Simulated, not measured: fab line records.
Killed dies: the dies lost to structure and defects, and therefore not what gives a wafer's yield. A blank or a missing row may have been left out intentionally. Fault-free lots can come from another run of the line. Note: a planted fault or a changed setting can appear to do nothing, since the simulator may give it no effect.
fab line records	flow n5Finfet
record: lots: 7	wafers: 21
route steps=1938 shown PMOS_HMC_CHANNEL_EPI@63 FIN_SAQP@125 DUMMY_GATE@224 SD_EPI_P@300 SDB@369 MOL_CONTACT_COAG@535
startH: hours from the record's first day to the start of the lot's first wafer shown	waitH: hours elapsed since this lot's preceding step	" unchanged from the row above	L1.1+2: one row covering several wafers at once	- value missing, or start not given	* or withheld: withheld	< > ~ a bound
route shown NAME@n: NAME is a module with steps in the file, n the number in the route of the first one	usual: mean/standard deviation of fault-free wafers	same: alike in all rows	chamber/n: place in a boat	sites: the reading at each site	_std_site: how widely they spread, as a standard deviation	_edge_site: outer sites' mean less inner sites'	radiusMm: how far each site lies from the wafer's centre	mask NAME#n: copy n	behind: the last tool/chamber to shape the wafer	hold: what put the lot on hold/how long, in hours/how the hold closed	device: names the non-switching transistor (n, p or np)	end of line: the same wafers' tests at the end of the route	a step without rows: its recipe alone	killed: count of dies lost to structure and defects at first sort (not the wafer's yield)	map: per-die view of a wafer (x killed, . not killed, _ where there is no die)
set.NAME: the setting that was run; set.NAME@STEP: the one run at that earlier step	model.NAME: the simulator's own value behind a step, which no gauge read
lots run with intentionally changed settings; tables by step, rows by wafer
== steps ==
step: N5_PMOS_HMC_CHANNEL_EPI_PEB_07
recipe: pebTempC: 110	pebTimeS: 60	resist: CAR-ArF-block
lot.wafer	tool	chamber	startH	waitH	set.pebTempC
L074.1+2+5	lithoTrack-02	0	18.09	0.1	110
L082.2+5+6	lithoTrack-02	0	65.52	0.0	110
L084.4+5+6	lithoTrack-03	0	77.05	0.0	110
L086.1	lithoTrack-03	0	89.40	0.1	112
L086.4+5	"	0	"	"	110
L091.1+4	lithoTrack-03	0	119.13	0.1	110
L091.5	"	0	"	"	108.4
L092.3+5	lithoTrack-02	0	125.48	0.0	110
L092.6	"	0	"	"	113.1
L093.3	lithoTrack-03	0	131.84	0.0	110
L093.4+6	"	0	"	"	112.4
step: N5_PMOS_HMC_CHANNEL_EPI_DEVELOP_08
recipe: developTimeS: 30	developer: TMAH	resist: CAR-ArF-block	devTempC: 23	rinseLiquid: diw	dry: airSpin
lot.wafer	tool	chamber	startH	waitH	set.developTimeS
L074.1+2+5	lithoTrack-02	0	-	-	30
L082.2+5+6	lithoTrack-02	0	-	-	30
L084.4+5	lithoTrack-03	0	-	-	30
L084.6	"	0	"	"	32.27
L086.1+5	lithoTrack-03	0	-	-	30
L086.4	"	0	"	"	25.35
L091.1+5	lithoTrack-03	0	-	-	30
L091.4	"	0	"	"	36.39
L092.3+5+6	lithoTrack-02	0	-	-	30
L093.3+6	lithoTrack-03	0	-	-	28.26
L093.4	"	0	"	"	30
step: N5_PMOS_HMC_CHANNEL_EPI_CD_MEAS_09
recipe: targetCdNm: 237.4	landingEnergyEv: 500	detector: seInlens
usual: cdNm: 238.2/0.86
lot.wafer	tool	chamber	startH	waitH	set.pebTempC@PMOS_HMC_CHANNEL_EPI_PEB_07	cdNm
L074.1	cdSem-01	0	18.16	-	110	237.2
L074.2	"	0	"	"	110	238.1
L074.5	"	0	"	"	110	237.9
L082.2	cdSem-03	0	65.59	-	110	238.1
L082.5	"	0	"	"	110	239.0
L082.6	"	0	"	"	110	237.8
L084.4	cdSem-02	0	77.12	-	110	238.3
L084.5	"	0	"	"	110	239.7
L084.6	"	0	"	"	110	238.6
L086.1	cdSem-02	0	89.47	-	112	243.6
L086.4	"	0	"	"	110	237.0
L086.5	"	0	"	"	110	237.4
L091.1	cdSem-02	0	119.20	-	110	238.9
L091.4	"	0	"	"	110	239.2
L091.5	"	0	"	"	108.4	233.8
L092.3	cdSem-02	0	125.55	-	110	238.4
L092.5	"	0	"	"	110	238.3
L092.6	"	0	"	"	113.1	245.8
L093.3	cdSem-02	0	131.91	-	110	239.2
L093.4	"	0	"	"	112.4	245.4
L093.6	"	0	"	"	112.4	245.5
step: N5_PMOS_HMC_CHANNEL_EPI_DESCUM_14
recipe: chemistry: O2	timeS: 7.9	sourcePowerW: 50	biasPowerW: 20	pressureMtorr: 20	rfFrequencyHz: 2.712e+07	tempC: 40	resist: CAR-ArF-block	o2FlowSccm: 225
lot.wafer	tool	chamber	startH	waitH	set.pebTempC@PMOS_HMC_CHANNEL_EPI_PEB_07	model.PMOS_HMC_CHANNEL_EPI.cdNm
L074.1	rieDiel-02	0	18.25	0.0	110	237
L074.2	"	3	"	"	110	238
L074.5	"	2	"	"	110	237.3
L082.2	rieDiel-05	1	65.67	0.0	110	238.2
L082.5	"	0	"	"	110	238.8
L082.6	"	3	"	"	110	-
L084.4	rieDiel-05	0	77.20	0.0	110	238.4
L084.5	"	0	"	"	110	239.9
L084.6	"	3	"	"	110	238.9
L086.1	rieDiel-01	1	89.57	0.0	112	243.5
L086.4	"	2	"	"	110	237.2
L086.5	"	1	"	"	110	237.6
L091.1	rieDiel-05	0	119.51	0.2	110	238.9
L091.4	"	2	"	"	110	239.2
L091.5	"	3	"	"	108.4	234.2
L092.3	rieDiel-02	0	125.64	0.0	110	238.5
L092.5	"	0	"	"	110	238.4
L092.6	"	2	"	"	113.1	245.8
L093.3	rieDiel-01	1	132.12	0.2	110	239.1
L093.4	"	3	"	"	112.4	245.3
L093.6	"	3	"	"	112.4	245.5
step: N5_PMOS_HMC_CHANNEL_EPI_ETCH_32
recipe: chemistry: N2/H2	target: BARC	stopOn: SiO2	targetDepthA: 858	overEtchFrac: 0.3	timeS: 50.3	ionEnergyEv: 200	maskMaterial: CAR-ArF-block	pressureMtorr: 30	sourceW: 840	biasW: 150	n2FlowSccm: 200	h2FlowSccm: 200
lot.wafer	tool	chamber	startH	waitH	set.pebTempC@PMOS_HMC_CHANNEL_EPI_PEB_07	model.PMOS_HMC_CHANNEL_EPI.cdNm
L074.1+5	rieDiel-02	0,2	18.28	0.0	110	239.9
L074.2	"	3	"	"	110	240.7
L082.2	rieDiel-05	1	65.71	0.0	110	240.5
L082.5	"	0	"	"	110	241.4
L082.6	"	3	"	"	110	239.7
L084.4	rieDiel-05	0	77.24	0.0	110	240.5
L084.5+6	"	0,3	"	"	110	242
L086.1	rieDiel-01	1	89.60	0.0	112	246
L086.4	"	2	"	"	110	239.4
L086.5	"	1	"	"	110	240
L091.1	rieDiel-05	0	119.54	0.0	110	240.9
L091.4	"	2	"	"	110	240.7
L091.5	"	3	"	"	108.4	236.9
L092.3	rieDiel-02	0	125.67	0.0	110	241.2
L092.5	"	0	"	"	110	241.5
L092.6	"	2	"	"	113.1	248.4
L093.3	rieDiel-01	1	132.16	0.0	110	241.7
L093.4	"	3	"	"	112.4	247.7
L093.6	"	3	"	"	112.4	248.7
step: N5_FIN_SAQP_SPACER1_ALD_24
recipe: material: SiO2	targetThkA: 203	tempC: 300	aldPrecursorFamily: BDEAS	aldCoReactant: O2-plasma	pulseTimeS: 1	purgeTimeS: 2	coReactantPurgeTimeS: 2	aldCycles: 218	pressureTorr: 2
lot.wafer	tool	chamber	startH	waitH	set.tempC	model.SiO2_of_FIN_SAQP_SPACER1_ALD_24.thkNm
L074.1	aldSin-01	1	24.90	0.3	300	20.2
L074.2+5	"	2,1	"	"	300	20.4
L082.2	aldSin-01	2	72.00	0.5	300	20.4
L082.5+6	"	2,3	"	"	300	20.2
L084.4+6	aldSin-03	0	85.19	0.2	300	20.2
L084.5	"	3	"	"	292.3	21
L086.1+5	aldSin-02	3,0	96.99	1.8	289.1	21.4
L086.4	"	2	"	"	300	20.4
L091.1	aldSin-02	3	125.11	0.6	300	20.4
L091.4	"	2	"	"	287.4	21.4
L091.5	"	2	"	"	287.4	21.2
L092.3	aldSin-02	2	131.99	0.4	306.7	20.2
L092.5	"	0	"	"	300	20.4
L092.6	"	1	"	"	306.7	20
L093.3+6	aldSin-01	0,3	138.04	0.5	288	21.2
L093.4	"	3	"	"	300	20.2
step: N5_FIN_SAQP_SPACER1_ETCHBACK_25
recipe: chemistry: CHF3/O2	mode: anisotropicEtchback	target: SiO2	targetDepthA: 244	timeS: 12.2	pressureMtorr: 30	sourceW: 650	biasW: 170	Ar_flow_sccm: 200	CHF3_flow_sccm: 50	O2_flow_sccm: 5	ionEnergyEv: 200
step: N5_FIN_SAQP_MANDREL1_REMOVE_56
recipe: chemistry: HBr/Cl2/O2	btTimeS: 10	target: a-Si	stopOn: SiNx	endpoint: OES-SiCl	overEtchFrac: 1	icpW: 600	biasW: 22	HBr_flow_sccm: 150	Cl2_flow_sccm: 80	O2_flow_sccm: 5	pressureMtorr: 10
lot.wafer	tool	chamber	startH	waitH	set.tempC@FIN_SAQP_SPACER1_ALD_24	model.FIN_SAQP.cdNm
L074.1+2+5	rieSi-04	0,3,0	25.79	0.1	300	20.4
L082.2	rieSi-03	0	72.84	0.1	300	20.4
L082.5+6	"	1,2	"	"	300	20.2
L084.4+6	rieSi-03	2,0	86.16	0.0	300	20.2
L084.5	"	1	"	"	292.3	21
L086.1	rieSi-02	1	97.87	0.1	289.1	21.4
L086.4	"	0	"	"	300	20.6
L086.5	"	0	"	"	289.1	21.6
L091.1	rieSi-03	3	125.92	0.1	300	20.6
L091.4	"	1	"	"	287.4	21.4
L091.5	"	0	"	"	287.4	21.2
L092.3+6	rieSi-02	0,1	132.80	0.1	306.7	20.2
L092.5	"	2	"	"	300	20.6
L093.3+6	rieSi-04	2	139.09	0.1	288	21.4
L093.4	"	0	"	"	300	20.2
step: N5_DUMMY_GATE_COAT_28
recipe: resist: underlayer	tempC: 205	timeS: 60	spinRpm: 1500	resistThkNm: 10
lot.wafer	tool	chamber	startH	waitH	set.spinRpm	model.underlayer_of_DUMMY_GATE_COAT_28.thkNm
L074.1+2+5	lithoTrack-04	0	-	-	1500	10
L082.2+6	lithoTrack-02	0	-	-	1335	10.6
L082.5	"	0	"	"	1500	10
L084.4+5	lithoTrack-04	0	-	-	1437	10.2
L084.6	"	0	"	"	1500	10
L086.1+5	lithoTrack-04	0	-	-	1500	10
L086.4	"	0	"	"	1414	10.2
L091.1+5	lithoTrack-05	0	-	-	1554	9.8
L091.4	"	0	"	"	1500	10
L092.3+5	lithoTrack-05	0	-	-	1500	10
L092.6	"	0	"	"	1568	9.8
L093.3+6	lithoTrack-04	0	-	-	1500	10
L093.4	"	0	"	"	1408	10.2
step: N5_DUMMY_GATE_EXPOSE_12
recipe: maskId: GATE	na: 0.33	sourceShape: annular	sigmaInner: 0.2	sigmaOuter: 0.6	polarization: unpolarized	targetCdNm: 25	doseMj: 34
lot.wafer	tool	chamber	startH	waitH	mask	set.doseMj
L074.1+2+5	euvScanner-02	0	46.78	-	GATE#0	34
L082.2+5+6	euvScanner-01	0	94.29	-	GATE#0	34
L084.4+5+6	euvScanner-01	0	110.05	-	GATE#0	34
L086.1+4	euvScanner-02	0	120.87	-	GATE#0	34
L086.5	"	0	"	"	GATE#0	32.09
L091.1+4+5	euvScanner-02	0	149.54	-	GATE#0	34
L092.3+5+6	euvScanner-01	0	156.39	-	GATE#0	34
L093.3+6	euvScanner-02	0	162.44	-	GATE#0	36.51
L093.4	"	0	"	"	GATE#0	34
step: N5_DUMMY_GATE_PEB_13
recipe: pebTempC: 100	pebTimeS: 60	resist: CAR-EUV
step: N5_DUMMY_GATE_DEVELOP_14
recipe: developTimeS: 30	developer: TMAH	resist: CAR-EUV	rinseLiquid: surfactantRinse	dry: airSpin	devTempC: 23
step: N5_DUMMY_GATE_CD_MEAS_15
recipe: targetCdNm: 25.8	landingEnergyEv: 500	detector: seInlens
usual: cdNm: 24.97/0.24
lot.wafer	tool	chamber	startH	waitH	set.doseMj@DUMMY_GATE_EXPOSE_12	cdNm
L074.1	cdSem-02	0	46.90	-	34	24.67
L074.2	"	0	"	"	34	25.19
L074.5	"	0	"	"	34	24.92
L082.2	cdSem-01	0	94.41	-	34	25.35
L082.5	"	0	"	"	34	25.06
L082.6	"	0	"	"	34	24.85
L084.4	cdSem-03	0	110.17	-	34	24.83
L084.5	"	0	"	"	34	24.94
L084.6	"	0	"	"	34	24.83
L086.1	cdSem-03	0	121.00	-	34	24.73
L086.4	"	0	"	"	34	24.83
L086.5	"	0	"	"	32.09	25.81
L091.1	cdSem-02	0	149.67	-	34	25.33
L091.4	"	0	"	"	34	25.10
L091.5	"	0	"	"	34	25.25
L092.3	cdSem-03	0	156.51	-	34	24.87
L092.5	"	0	"	"	34	24.95
L092.6	"	0	"	"	34	25.00
L093.3	cdSem-01	0	162.56	-	36.51	23.63
L093.4	"	0	"	"	34	25.13
L093.6	"	0	"	"	36.51	23.79
step: N5_SD_EPI_P_EXPOSE_06
recipe: maskId: SD_P_BLK	na: 1.35	sourceShape: conventional	sigmaOuter: 0.8	polarization: unpolarized	targetCdNm: 240	doseMj: 39.5
lot.wafer	tool	chamber	startH	waitH	mask	set.doseMj
L074.1+2+5	arfiScanner-02	0	53.47	-	SD_P_BLK#0	39.5
L082.2+6	arfiScanner-03	0	105.15	-	SD_P_BLK#0	39.5
L082.5	"	0	"	"	SD_P_BLK#0	38.54
L084.4+6	arfiScanner-03	0	117.59	-	SD_P_BLK#0	39.5
L084.5	"	0	"	"	SD_P_BLK#0	36.93
L086.1	arfiScanner-01	0	127.93	-	SD_P_BLK#0	39.5
L086.4+5	"	0	"	"	SD_P_BLK#0	37.66
L091.1+4	arfiScanner-02	0	156.22	-	SD_P_BLK#0	41.11
L091.5	"	0	"	"	SD_P_BLK#0	39.5
L092.3+5+6	arfiScanner-02	0	163.67	-	SD_P_BLK#0	39.5
L093.3+4+6	arfiScanner-03	0	171.05	-	SD_P_BLK#0	39.5
step: N5_SD_EPI_P_PEB_07
recipe: pebTempC: 110	pebTimeS: 60	resist: CAR-ArF-block
step: N5_SD_EPI_P_DEVELOP_08
recipe: developTimeS: 30	developer: TMAH	resist: CAR-ArF-block	devTempC: 23	rinseLiquid: diw	dry: airSpin
step: N5_SD_EPI_P_CD_MEAS_09
recipe: targetCdNm: 240	landingEnergyEv: 500	detector: seInlens
usual: cdNm: 240.4/0.8
lot.wafer	tool	chamber	startH	waitH	set.doseMj@SD_EPI_P_EXPOSE_06	cdNm
L074.1	cdSem-01	0	53.60	-	39.5	241.7
L074.2	"	0	"	"	39.5	242.2
L074.5	"	0	"	"	39.5	242.3
L082.2	cdSem-03	0	105.27	-	39.5	240.0
L082.5	"	0	"	"	38.54	237.9
L082.6	"	0	"	"	39.5	240.2
L084.4	cdSem-03	0	117.71	-	39.5	239.7
L084.5	"	0	"	"	36.93	236.5
L084.6	"	0	"	"	39.5	240.3
L086.1	cdSem-01	0	128.06	-	39.5	238.6
L086.4	"	0	"	"	37.66	236.8
L086.5	"	0	"	"	37.66	235.9
L091.1	cdSem-01	0	156.35	-	41.11	241.8
L091.4	"	0	"	"	41.11	242.8
L091.5	"	0	"	"	39.5	240.1
L092.3	cdSem-01	0	163.79	-	39.5	241.1
L092.5	"	0	"	"	39.5	240.8
L092.6	"	0	"	"	39.5	240.3
L093.3	cdSem-01	0	171.17	-	39.5	241.6
L093.4	"	0	"	"	39.5	241.2
L093.6	"	0	"	"	39.5	241.0
step: N5_SD_EPI_P_DESCUM_14
recipe: chemistry: O2	timeS: 7.9	sourcePowerW: 50	biasPowerW: 20	pressureMtorr: 20	rfFrequencyHz: 2.712e+07	tempC: 40	resist: CAR-ArF-block	o2FlowSccm: 225
lot.wafer	tool	chamber	startH	waitH	set.doseMj@SD_EPI_P_EXPOSE_06	model.SD_EPI_P.cdNm
L074.1	rieDiel-05	1	53.69	0.0	39.5	241.6
L074.2	"	3	"	"	39.5	242
L074.5	"	0	"	"	39.5	242.4
L082.2+6	rieDiel-01	2,0	105.35	0.0	39.5	240
L082.5	"	3	"	"	38.54	237.8
L084.4	rieDiel-02	2	117.81	0.0	39.5	240
L084.5	"	0	"	"	36.93	236.4
L084.6	"	3	"	"	39.5	241
L086.1	rieDiel-01	1	128.15	0.0	39.5	238.6
L086.4	"	3	"	"	37.66	236.6
L086.5	"	0	"	"	37.66	235.8
L091.1	rieDiel-01	2	156.43	0.0	41.11	242.4
L091.4	"	1	"	"	41.11	243
L091.5	"	0	"	"	39.5	239.8
L092.3	rieDiel-01	2	164.11	0.3	39.5	240.8
L092.5+6	"	2,1	"	"	39.5	240.6
L093.3	rieDiel-02	0	171.36	0.1	39.5	242
L093.4	"	2	"	"	39.5	241.4
L093.6	"	0	"	"	39.5	241
step: N5_SD_EPI_P_ETCH_16
recipe: chemistry: CHF3/O2	target: SiO2	targetDepthA: 50	maskMaterial: SOC	pressureMtorr: 30	sourceW: 650	biasW: 170	Ar_flow_sccm: 200	CHF3_flow_sccm: 50	O2_flow_sccm: 5	ionEnergyEv: 200
lot.wafer	tool	chamber	startH	waitH	set.targetDepthA	model.etch.depthNm
L074.1	rieDiel-05	1	54.30	0.1	50	4.856
L074.2	"	3	"	"	50	4.991
L074.5	"	0	"	"	50	5.045
L082.2	rieDiel-01	2	105.97	0.1	46.54	4.561
L082.5	"	3	"	"	46.54	4.656
L082.6	"	0	"	"	50	4.966
L084.4	rieDiel-02	2	118.42	0.0	53.46	5.348
L084.5	"	0	"	"	53.46	5.43
L084.6	"	3	"	"	50	4.857
L086.1	rieDiel-01	1	128.76	0.1	55.47	5.609
L086.4	"	3	"	"	55.47	5.495
L086.5	"	0	"	"	55.47	5.553
L091.1	rieDiel-01	2	157.05	0.1	50	4.965
L091.4	"	1	"	"	50	5.029
L091.5	"	0	"	"	50	5.026
L092.3	rieDiel-01	2	164.72	0.1	52.65	5.155
L092.5	"	2	"	"	52.65	5.174
L092.6	"	1	"	"	50	5.023
L093.3	rieDiel-02	0	171.98	0.1	50	5.037
L093.4	"	2	"	"	53.63	5.296
L093.6	"	0	"	"	53.63	5.367
step: N5_SDB_CUT_ETCH_26
recipe: chemistry: HBr/Cl2/O2	target: Si	targetDepthA: 1296	btTimeS: 20	maskMaterial: SiNx	timeS: 51.8	ionEnergyEv: *	biasW: *	pressureMtorr: 10	icpW: 800	HBr_flow_sccm: 150	Cl2_flow_sccm: 80	O2_flow_sccm: 12
lot.wafer	tool	chamber	startH	waitH	set.icpW	model.SDB.featureDepthNm	model.etch.depthNm
L074.1	rieSi-03	0	65.85	0.1	800	134.6	134.6
L074.2	"	3	"	"	800	127.2	127.2
L074.5	"	3	"	"	800	128	128
L082.2	rieSi-03	0	118.12	0.1	800	132.4	132.4
L082.5	"	3	"	"	731.1	122.4	122.3
L082.6	"	0	"	"	731.1	127	127.1
L084.4	rieSi-02	0	129.90	0.1	800	129	129
L084.5	"	0	"	"	745.5	126	126
L084.6	"	3	"	"	800	130.4	130.4
L086.1	rieSi-02	0	141.74	0.1	800	131.4	131.5
L086.4	"	3	"	"	905.8	139.6	139.5
L086.5	"	2	"	"	905.8	140.2	140.2
L091.1	rieSi-02	1	169.12	0.1	800	131	131.1
L091.4	"	2	"	"	800	134.4	134.3
L091.5	"	3	"	"	684.4	123.2	123.2
L092.3	rieSi-02	2	176.04	0.1	800	132.4	132.3
L092.5	"	3	"	"	800	130.8	130.9
L092.6	"	0	"	"	800	129.4	129.4
L093.3	rieSi-03	3	183.19	0.1	800	127	127.1
L093.4	"	2	"	"	936.5	141.6	141.7
L093.6	"	2	"	"	936.5	141.2	141.2
step: N5_MOL_CONTACT_COAG_CONTACT_ETCH_14
recipe: chemistry: C4F6/O2	target: SiO2	targetDepthA: 275	overetchA: 85	maskMaterial: SOC	pressureMtorr: 30	sourceW: 370	biasW: 185	Ar_flow_sccm: 300	C4F6_flow_sccm: 16	O2_flow_sccm: 10	timeS: 20	ionEnergyEv: 259.6
usual: rfVppV: 690.5/2.2
lot.wafer	tool	chamber	startH	waitH	set.sourceW	rfVppV
L074.1	rieDiel-04	0	87.09	0.0	370	688.9
L074.2	"	1	"	"	370	691.2
L074.5	"	1	"	"	370	692.7
L082.2	rieDiel-04	1	138.82	0.0	370	689.3
L082.5	"	0	"	"	370	689.3
L082.6	"	3	"	"	370	692.1
L084.4	rieDiel-04	3	151.04	0.0	370	689.3
L084.5	"	2	"	"	370	690.4
L084.6	"	1	"	"	370	690.6
L086.1	rieDiel-03	2	163.36	0.0	370	691.1
L086.4	"	0	"	"	413.5	672.8
L086.5	"	2	"	"	413.5	667.9
L091.1	rieDiel-04	2	189.76	0.0	370	690.7
L091.4	"	0	"	"	370	688.6
L091.5	"	0	"	"	370	688.7
L092.3	rieDiel-04	1	197.40	0.0	370	690.8
L092.5	"	1	"	"	370	689.8
L092.6	"	0	"	"	348.8	703.3
L093.3	rieDiel-06	0	203.90	0.0	341.7	710.2
L093.4	"	1	"	"	341.7	711.4
L093.6	"	2	"	"	341.7	704.3
step: N5_MOL_CONTACT_COAG_ETCH_15
recipe: chemistry: CH3F/O2	target: SiNx	targetDepthA: 70	maskMaterial: SOC	stopOn: Si:P	overEtchFrac: 0.75	ionEnergyEv: 120	pressureMtorr: 30	sourceW: 395	biasW: 73	Ar_flow_sccm: 150	CH3F_flow_sccm: 30	O2_flow_sccm: 20
usual: rfVppV: 294/4.3
lot.wafer	tool	chamber	startH	waitH	set.sourceW	rfVppV
L074.1	rieDiel-04	0	87.12	0.0	395	296
L074.2	"	1	"	"	395	290
L074.5	"	1	"	"	395	293
L082.2	rieDiel-04	1	138.85	0.0	356.3	306
L082.5	"	0	"	"	395	294
L082.6	"	3	"	"	356.3	308
L084.4	rieDiel-04	3	151.09	0.0	395	294
L084.5	"	2	"	"	333.9	316
L084.6	"	1	"	"	395	291
L086.1	rieDiel-03	2	163.39	0.0	395	305
L086.4	"	0	"	"	395	294
L086.5	"	2	"	"	395	303
L091.1	rieDiel-04	2	189.79	0.0	459.3	270
L091.4	"	0	"	"	459.3	274
L091.5	"	0	"	"	459.3	274
L092.3	rieDiel-04	1	197.44	0.0	395	292
L092.5	"	1	"	"	395	291
L092.6	"	0	"	"	395	294
L093.3	rieDiel-06	0	203.94	0.0	464.4	278
L093.4	"	1	"	"	395	300
L093.6	"	2	"	"	395	291
step: N5_MOL_CONTACT_COAG_ALD_27
recipe: material: SiOC	targetThkA: 170	tempC: 400	aldPrecursorFamily: carbosiloxane	aldCoReactant: H2-plasma	pulseTimeS: 1.5	timeS: 2720	purgeTimeS: 2	coReactantPurgeTimeS: 2	aldCycles: 340	pressureTorr: 2
lot.wafer	tool	chamber	startH	waitH	set.aldCycles	model.SiOC_of_MOL_CONTACT_COAG_ALD_27.thkNm
L074.1+2+5	aldSin-02	1,0,2	94.46	0.0	340	17
L082.2	aldSin-02	0	145.13	0.0	380	19
L082.5+6	"	0,1	"	"	340	17
L084.4+5+6	aldSin-03	2,3,0	159.10	0.0	340	17
L086.1	aldSin-01	2	169.64	0.0	340	17
L086.4	"	3	"	"	340	17.2
L086.5	"	1	"	"	387	19.4
L091.1+5	aldSin-01	3,0	195.76	0.0	310	15.4
L091.4	"	1	"	"	340	17
L092.3+5+6	aldSin-03	3,1,3	204.44	0.0	340	17
L093.3+6	aldSin-03	0	211.27	0.0	340	17
L093.4	"	2	"	"	368	18.2
== key ==
split: step: N5_PMOS_HMC_CHANNEL_EPI_PEB_07	setting: pebTempC	stated: 110	by: wafer
response: step: N5_PMOS_HMC_CHANNEL_EPI_CD_MEAS_09	reading: cdNm	change: +2.97	per: 1%	r: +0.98
response: step: N5_PMOS_HMC_CHANNEL_EPI_DESCUM_14	reading: model.PMOS_HMC_CHANNEL_EPI.cdNm	change: +2.92	per: 1%	r: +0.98
response: step: N5_PMOS_HMC_CHANNEL_EPI_ETCH_32	reading: model.PMOS_HMC_CHANNEL_EPI.cdNm	change: +2.82	per: 1%	r: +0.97
split: step: N5_PMOS_HMC_CHANNEL_EPI_DEVELOP_08	setting: developTimeS	stated: 30	by: wafer
response none clear
split: step: N5_FIN_SAQP_SPACER1_ALD_24	setting: tempC	stated: 300	by: wafer
response: step: N5_FIN_SAQP_SPACER1_ALD_24	reading: model.SiO2_of_FIN_SAQP_SPACER1_ALD_24.thkNm	change: -0.242	per: 1%	r: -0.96
response: step: N5_FIN_SAQP_MANDREL1_REMOVE_56	reading: model.FIN_SAQP.cdNm	change: -0.239	per: 1%	r: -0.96
split: step: N5_DUMMY_GATE_COAT_28	setting: spinRpm	stated: 1500	by: wafer
response: step: N5_DUMMY_GATE_COAT_28	reading: model.underlayer_of_DUMMY_GATE_COAT_28.thkNm	change: -0.0471	per: 1%	r: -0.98
split: step: N5_DUMMY_GATE_EXPOSE_12	setting: doseMj	stated: 34	by: wafer
response: step: N5_DUMMY_GATE_CD_MEAS_15	reading: cdNm	change: -0.189	per: 1%	r: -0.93
split: step: N5_SD_EPI_P_EXPOSE_06	setting: doseMj	stated: 39.5	by: wafer
response: step: N5_SD_EPI_P_CD_MEAS_09	reading: cdNm	change: +0.549	per: 1%	r: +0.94
response: step: N5_SD_EPI_P_DESCUM_14	reading: model.SD_EPI_P.cdNm	change: +0.636	per: 1%	r: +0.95
split: step: N5_SD_EPI_P_ETCH_16	setting: targetDepthA	stated: 50	by: wafer
response: step: N5_SD_EPI_P_ETCH_16	reading: model.etch.depthNm	change: +0.0512	per: 1%	r: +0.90
split: step: N5_SDB_CUT_ETCH_26	setting: icpW	stated: 800	by: wafer
response: step: N5_SDB_CUT_ETCH_26	reading: model.SDB.featureDepthNm	change: +0.738	per: 1%	r: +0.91
response: step: N5_SDB_CUT_ETCH_26	reading: model.etch.depthNm	change: +0.736	per: 1%	r: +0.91
split: step: N5_MOL_CONTACT_COAG_CONTACT_ETCH_14	setting: sourceW	stated: 370	by: wafer
response: step: N5_MOL_CONTACT_COAG_CONTACT_ETCH_14	reading: rfVppV	change: -1.86	per: 1%	r: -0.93
split: step: N5_MOL_CONTACT_COAG_ETCH_15	setting: sourceW	stated: 395	by: wafer
response: step: N5_MOL_CONTACT_COAG_ETCH_15	reading: rfVppV	change: -1.25	per: 1%	r: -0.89
split: step: N5_MOL_CONTACT_COAG_ALD_27	setting: aldCycles	stated: 340	by: wafer
response: step: N5_MOL_CONTACT_COAG_ALD_27	reading: model.SiOC_of_MOL_CONTACT_COAG_ALD_27.thkNm	change: +0.167	per: 1%	r: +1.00
